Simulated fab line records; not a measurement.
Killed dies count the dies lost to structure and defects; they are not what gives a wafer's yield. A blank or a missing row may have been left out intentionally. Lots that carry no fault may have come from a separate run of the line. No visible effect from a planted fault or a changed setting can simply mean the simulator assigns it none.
The tool behind it: which one? | flow nandHarc | 11 lots, 33 wafers sampled, at 1 step of a route of 1159

## WHAT THE GAUGES SHOWED, per wafer
NHARC_A_CONTACT_OVL_MEAS_09. Usual: overlayXNm 0.0 nm, standard deviation 0.8; overlayYNm -0.1 nm, standard deviation 0.78.
lot  | measured     | on         | overlayXNm (nm) | overlayYNm (nm) | flag
L776 | day 16 18:57 | overlay-01 | -0.4 -0.2 -0.5  | -0.4 -0.6 -0.3  | 
L775 | day 17 01:00 | overlay-01 | -1.0 -0.9 -0.5  | -0.5 -0.2 -0.3  | 
L778 | day 17 06:11 | overlay-02 | -0.6 -0.7 -1.0  | 0.1 0.4 0.6     | 
L777 | day 17 07:24 | overlay-02 | 0.0 -0.6 0.4    | -0.1 -0.1 -0.5  | 
L780 | day 18 16:50 | overlay-02 | -0.5 -0.2 -0.2  | -1.1 -1.1 -1.1  | 
L783 | day 18 20:23 | overlay-01 | 1.2 0.6 0.9     | 0.4 0.9 0.6     | 
L785 | day 19 06:43 | overlay-02 | -0.2 -0.5 -0.7  | 1.2 1.4 1.1     | 
L784 | day 19 08:50 | overlay-02 | 0.2 0.3 0.0     | 0.3 0.1 0.1     | 
L788 | day 19 23:08 | overlay-01 | 0.5 0.3 1.0     | 0.2 0.1 -0.1    | 
L787 | day 20 01:44 | overlay-01 | -0.7 -0.4 -1.1  | -0.1 0.3 0.1    | 
L796 | day 22 05:20 | overlay-02 | 0.4 0.4 0.6     | -1.0 -1.4 -1.3  | 

## WHICH TOOL RAN EACH LOT (tool, then ch and the chambers of the sampled wafers, then the start)
Record: no process step prior to these readings.

## WHAT THE TOOLS THEMSELVES READ (means of the sampled wafers that have a number; where no wafer has one, the mark that the record gives instead)
The record holds no such reading with a usual standard deviation.

## THE ANSWER, worked out from the rows above alone
Rule: a lot counts as off when the mean over its wafers that have a number is more than 3 standard deviations away from the usual mean. A lot without any number at a reading at which 4 lots or more have one is off too. The other lots that the step has rows for count as sound. Order of review: gauges by route order, followed by the tools' own readings, for which a lot's mean as printed above is used. At the first step where some lot is off, the reading lying furthest off is the one used; lots without a number count as furthest.
No lot is off on any of the readings shown, so nothing can be concluded from this.

## WHAT WAS PUT IN BY THE SIMULATOR
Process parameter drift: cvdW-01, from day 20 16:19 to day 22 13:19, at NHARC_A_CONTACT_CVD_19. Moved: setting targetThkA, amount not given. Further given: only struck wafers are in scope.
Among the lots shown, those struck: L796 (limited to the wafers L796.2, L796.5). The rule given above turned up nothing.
